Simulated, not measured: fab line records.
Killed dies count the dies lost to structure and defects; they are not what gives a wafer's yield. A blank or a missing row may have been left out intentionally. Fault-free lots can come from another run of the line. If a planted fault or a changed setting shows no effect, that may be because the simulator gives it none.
Split-lot trial / flow n5Finfet / on a route of 1938 steps: 7 lots, 21 wafers read

== THE SPLIT ITSELF ==
At N5_BEOL_M13_COAT_04 (resist thk 400 nm), the setting spinRpm was moved away from the recipe's 1625 rpm on 3 of the 21 wafers read, by -7.6% to +8.5%. All remaining wafers had this setting at the recipe value.

== FROM THE SPLIT TO THE READING: what the file shows between them, 4 steps ==
- N5_BEOL_M13_EBR_06
- N5_BEOL_M13_SOFTBAKE_05: time 60 s
- N5_BEOL_M13_DESCUM_15: chemistry O2, time 7.9 s
- N5_BEOL_M13_ETCH_59: etches BARC in N2/H2, target depth 89 nm, overetch 26.7 nm, time 67.9 s

== THE READING ==
coat_of_BEOL_M13_COAT_04.thkNm (the simulator's own value, which no gauge read), in nm, at N5_BEOL_M13_VIA_ETCH_16 (etches SiOC in C4F8/O2/Ar, target depth 921.7 nm). No usual value for it is given in the file. Across the 18 wafers here that went through the recipe, the average is 71.9 nm and the standard deviation 3.5 nm.

wafer=L076.1; tool, chamber at the split=lithoTrack-05, 0; spinRpm as run, rpm=1625; against the recipe=recipe; coat_of_BEOL_M13_COAT_04.thkNm, nm=75.6; against lot-mates on the recipe=-
wafer=L076.2; tool, chamber at the split=lithoTrack-05, 0; spinRpm as run, rpm=1625; against the recipe=recipe; coat_of_BEOL_M13_COAT_04.thkNm, nm=77.2; against lot-mates on the recipe=-
wafer=L076.5; tool, chamber at the split=lithoTrack-05, 0; spinRpm as run, rpm=1625; against the recipe=recipe; coat_of_BEOL_M13_COAT_04.thkNm, nm=67.2; against lot-mates on the recipe=-
wafer=L080.3; tool, chamber at the split=lithoTrack-03, 0; spinRpm as run, rpm=1625; against the recipe=recipe; coat_of_BEOL_M13_COAT_04.thkNm, nm=80.8; against lot-mates on the recipe=-
wafer=L080.5; tool, chamber at the split=lithoTrack-03, 0; spinRpm as run, rpm=1625; against the recipe=recipe; coat_of_BEOL_M13_COAT_04.thkNm, nm=71.6; against lot-mates on the recipe=-
wafer=L080.6; tool, chamber at the split=lithoTrack-03, 0; spinRpm as run, rpm=1763; against the recipe=+8.5%; coat_of_BEOL_M13_COAT_04.thkNm, nm=53.2; against lot-mates on the recipe=-23.0
wafer=L088.2; tool, chamber at the split=lithoTrack-02, 0; spinRpm as run, rpm=1625; against the recipe=recipe; coat_of_BEOL_M13_COAT_04.thkNm, nm=72.8; against lot-mates on the recipe=-
wafer=L088.5; tool, chamber at the split=lithoTrack-02, 0; spinRpm as run, rpm=1625; against the recipe=recipe; coat_of_BEOL_M13_COAT_04.thkNm, nm=68.2; against lot-mates on the recipe=-
wafer=L088.6; tool, chamber at the split=lithoTrack-02, 0; spinRpm as run, rpm=1542; against the recipe=-5.1%; coat_of_BEOL_M13_COAT_04.thkNm, nm=84.8; against lot-mates on the recipe=+14.3
wafer=L089.2; tool, chamber at the split=lithoTrack-02, 0; spinRpm as run, rpm=1625; against the recipe=recipe; coat_of_BEOL_M13_COAT_04.thkNm, nm=71.8; against lot-mates on the recipe=-
wafer=L089.5; tool, chamber at the split=lithoTrack-02, 0; spinRpm as run, rpm=1625; against the recipe=recipe; coat_of_BEOL_M13_COAT_04.thkNm, nm=67.4; against lot-mates on the recipe=-
wafer=L089.6; tool, chamber at the split=lithoTrack-02, 0; spinRpm as run, rpm=1625; against the recipe=recipe; coat_of_BEOL_M13_COAT_04.thkNm, nm=75; against lot-mates on the recipe=-
wafer=L092.1; tool, chamber at the split=lithoTrack-02, 0; spinRpm as run, rpm=1625; against the recipe=recipe; coat_of_BEOL_M13_COAT_04.thkNm, nm=73.2; against lot-mates on the recipe=-
wafer=L092.3; tool, chamber at the split=lithoTrack-02, 0; spinRpm as run, rpm=1625; against the recipe=recipe; coat_of_BEOL_M13_COAT_04.thkNm, nm=71.2; against lot-mates on the recipe=-
wafer=L092.4; tool, chamber at the split=lithoTrack-02, 0; spinRpm as run, rpm=1625; against the recipe=recipe; coat_of_BEOL_M13_COAT_04.thkNm, nm=69.2; against lot-mates on the recipe=-
wafer=L095.1; tool, chamber at the split=lithoTrack-05, 0; spinRpm as run, rpm=1625; against the recipe=recipe; coat_of_BEOL_M13_COAT_04.thkNm, nm=73.2; against lot-mates on the recipe=-
wafer=L095.4; tool, chamber at the split=lithoTrack-05, 0; spinRpm as run, rpm=1625; against the recipe=recipe; coat_of_BEOL_M13_COAT_04.thkNm, nm=68.2; against lot-mates on the recipe=-
wafer=L095.6; tool, chamber at the split=lithoTrack-05, 0; spinRpm as run, rpm=1625; against the recipe=recipe; coat_of_BEOL_M13_COAT_04.thkNm, nm=68.4; against lot-mates on the recipe=-
wafer=L097.2; tool, chamber at the split=lithoTrack-03, 0; spinRpm as run, rpm=1625; against the recipe=recipe; coat_of_BEOL_M13_COAT_04.thkNm, nm=72; against lot-mates on the recipe=-
wafer=L097.3; tool, chamber at the split=lithoTrack-03, 0; spinRpm as run, rpm=1625; against the recipe=recipe; coat_of_BEOL_M13_COAT_04.thkNm, nm=70.8; against lot-mates on the recipe=-
wafer=L097.6; tool, chamber at the split=lithoTrack-03, 0; spinRpm as run, rpm=1502; against the recipe=-7.6%; coat_of_BEOL_M13_COAT_04.thkNm, nm=84.4; against lot-mates on the recipe=+13.0

THE FIT
A straight line over all 21 wafers: coat_of_BEOL_M13_COAT_04.thkNm changes by -2.06 nm for each +1% of spinRpm; r = -0.85; the points scatter about the line by 3.6 nm.
The same after taking each lot's own level away (the mean of its wafers on the recipe; 21 wafers): -2.37 nm for each +1%; r = -0.90; scatter 3.2 nm.
According to that fit, moving spinRpm by its largest amount changes the reading by 20 nm.
The lots' own levels span 69.93 to 76.20 nm, that is 1.8 times the standard deviation above.
So the slope is not independent of the lot-to-lot level: the two fits are not the same.
Check: -17.3 nm against its lot-mates is what the line predicts for one of the wafers moved furthest among these (+8.5%) when that wafer is left out of the fit. Against them it came out at -23 nm.

== THESE WAFERS: OTHER SPLITS ==
Before the reading, these wafers also passed through other splits. Each is held against what the fit with the lots' levels taken away leaves over:
other split on the same wafers=N5_BEOL_M10_COAT_60 spinRpm; wafers away from the commonest value=4; r with coat_of_BEOL_M13_COAT_04.thkNm (lot level and that fit taken away)=+0.17
other split on the same wafers=N5_BEOL_M10_COAT_05 spinRpm; wafers away from the commonest value=8; r with coat_of_BEOL_M13_COAT_04.thkNm (lot level and that fit taken away)=-0.07
other split on the same wafers=N5_BEOL_M11_ILD_DEP_00 timeS; wafers away from the commonest value=8; r with coat_of_BEOL_M13_COAT_04.thkNm (lot level and that fit taken away)=-0.12
other split on the same wafers=N5_BEOL_M11_EXPOSE_25 doseMj; wafers away from the commonest value=5; r with coat_of_BEOL_M13_COAT_04.thkNm (lot level and that fit taken away)=+0.04
other split on the same wafers=N5_BEOL_M11_VIA_ETCH_34 sourceW; wafers away from the commonest value=8; r with coat_of_BEOL_M13_COAT_04.thkNm (lot level and that fit taken away)=-0.26
other split on the same wafers=N5_BEOL_M13_COAT_58 spinRpm; wafers away from the commonest value=8; r with coat_of_BEOL_M13_COAT_04.thkNm (lot level and that fit taken away)=-0.23

== THE WHOLE CHAIN: every reading that the file lists as answering this split, in the file's order ==
step=N5_BEOL_M13_COAT_04; what it does=resist thk 400 nm; reading=coat_of_BEOL_M13_COAT_04.thkNm (the simulator's own value, which no gauge read); change (the file's fit)=-2.08 nm for each +1% of the setting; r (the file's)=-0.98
step=N5_BEOL_M13_VIA_ETCH_16; what it does=etches SiOC in C4F8/O2/Ar, target depth 921.7 nm; reading=coat_of_BEOL_M13_COAT_04.thkNm (the simulator's own value, which no gauge read); change (the file's fit)=-2.36 nm for each +1% of the setting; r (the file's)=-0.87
step=N5_BEOL_M13_STRIP_63; what it does=strips in N2/H2; reading=stripTimeToEndpointS; change (the file's fit)=withheld for each +1% of the setting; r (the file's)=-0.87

== THE FILE'S OWN FIT ==
coat_of_BEOL_M13_COAT_04.thkNm changes by -2.36 nm for each +1% of spinRpm, r = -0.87.
